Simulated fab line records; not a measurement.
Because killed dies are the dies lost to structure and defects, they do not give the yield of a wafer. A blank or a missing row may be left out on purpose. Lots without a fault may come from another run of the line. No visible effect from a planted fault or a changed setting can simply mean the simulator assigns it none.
Matching of chambers || flow nand harc || NHARC_P_M1_DEP_33 on pecvd-03 has 3 sister chambers
The step deposits SiCN, target thk 30 nm. 6 wafers are shown with their chamber, then 12 later ones without.

== WAFERS, EACH WITH ITS CHAMBER ==
{"wafer": "L087.4", "chamber": 2, "heater power w (W)": 616, "rf fwd power W (W)": 447.6}
{"wafer": "L090.5", "chamber": 2, "heater power w (W)": 501, "rf fwd power W (W)": 448.3}
{"wafer": "L092.6", "chamber": 0, "heater power w (W)": 546, "rf fwd power W (W)": 451.2}
{"wafer": "L093.2", "chamber": 1, "heater power w (W)": 508, "rf fwd power W (W)": 449.5}
{"wafer": "L093.5", "chamber": 0, "heater power w (W)": 488, "rf fwd power W (W)": 449.3}
{"wafer": "L093.6", "chamber": 1, "heater power w (W)": 515, "rf fwd power W (W)": 449.8}

== WAFERS MISSING THEIR CHAMBER ==
{"wafer": "L094.3", "heater power w (W)": 594, "rf fwd power W (W)": 450.9}
{"wafer": "L094.4", "heater power w (W)": 574, "rf fwd power W (W)": 446.4}
{"wafer": "L094.6", "heater power w (W)": 583, "rf fwd power W (W)": 450.5}
{"wafer": "L095.2", "heater power w (W)": 521, "rf fwd power W (W)": 449.1}
{"wafer": "L095.4", "heater power w (W)": 511, "rf fwd power W (W)": 446.3}
{"wafer": "L095.6", "heater power w (W)": 596, "rf fwd power W (W)": 448.9}
{"wafer": "L096.3", "heater power w (W)": 628, "rf fwd power W (W)": 451.3}
{"wafer": "L096.4", "heater power w (W)": 575, "rf fwd power W (W)": 452.3}
{"wafer": "L096.6", "heater power w (W)": 618, "rf fwd power W (W)": 449.3}
{"wafer": "L097.2", "heater power w (W)": 546, "rf fwd power W (W)": 451.1}
{"wafer": "L097.3", "heater power w (W)": 564, "rf fwd power W (W)": 448.2}
{"wafer": "L097.5", "heater power w (W)": 561, "rf fwd power W (W)": 448.4}

== EACH ONE'S CHAMBER ==
{"wafer": "L094.3", "from the rows above": "can't be placed: 0 or 1 or 2", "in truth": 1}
{"wafer": "L094.4", "from the rows above": 2, "in truth": 2}
{"wafer": "L094.6", "from the rows above": "can't be placed: 0 or 1 or 2", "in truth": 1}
{"wafer": "L095.2", "from the rows above": "can't be placed: 1 or 0 or 2", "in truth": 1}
{"wafer": "L095.4", "from the rows above": "can't be placed: 2 or 1", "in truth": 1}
{"wafer": "L095.6", "from the rows above": "can't be placed: 2 or 1 or 0", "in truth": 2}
{"wafer": "L096.3", "from the rows above": "can't be placed: 0 or 1 or 2", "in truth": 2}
{"wafer": "L096.4", "from the rows above": "can't be placed: 0 or 1", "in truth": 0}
{"wafer": "L096.6", "from the rows above": "can't be placed: 2 or 1 or 0", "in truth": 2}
{"wafer": "L097.2", "from the rows above": "can't be placed: 0 or 1", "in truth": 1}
{"wafer": "L097.3", "from the rows above": "can't be placed: 2 or 1", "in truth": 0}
{"wafer": "L097.5", "from the rows above": "can't be placed: 2 or 1 or 0", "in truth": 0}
Correctly placed: 1 of 12. From these rows, 11 cannot be placed; in 10 the true chamber is one of the candidates. 0 placed wrongly.
How it was worked out, from the rows above alone: a wafer's distance from a chamber is the root of the sum, over the readings, of the square of ((its reading less the chamber's mean) divided by the reading's scatter). If the next closest chamber is less than 2 further off than the closest, the wafer can't be placed; otherwise it belongs to the closest. The mean given for a chamber averages the wafers shown for that chamber. How the scatter is found: for the shown wafers, subtract from each reading the mean of its chamber, square and add these, divide the total by (wafers less chambers), then take the root.
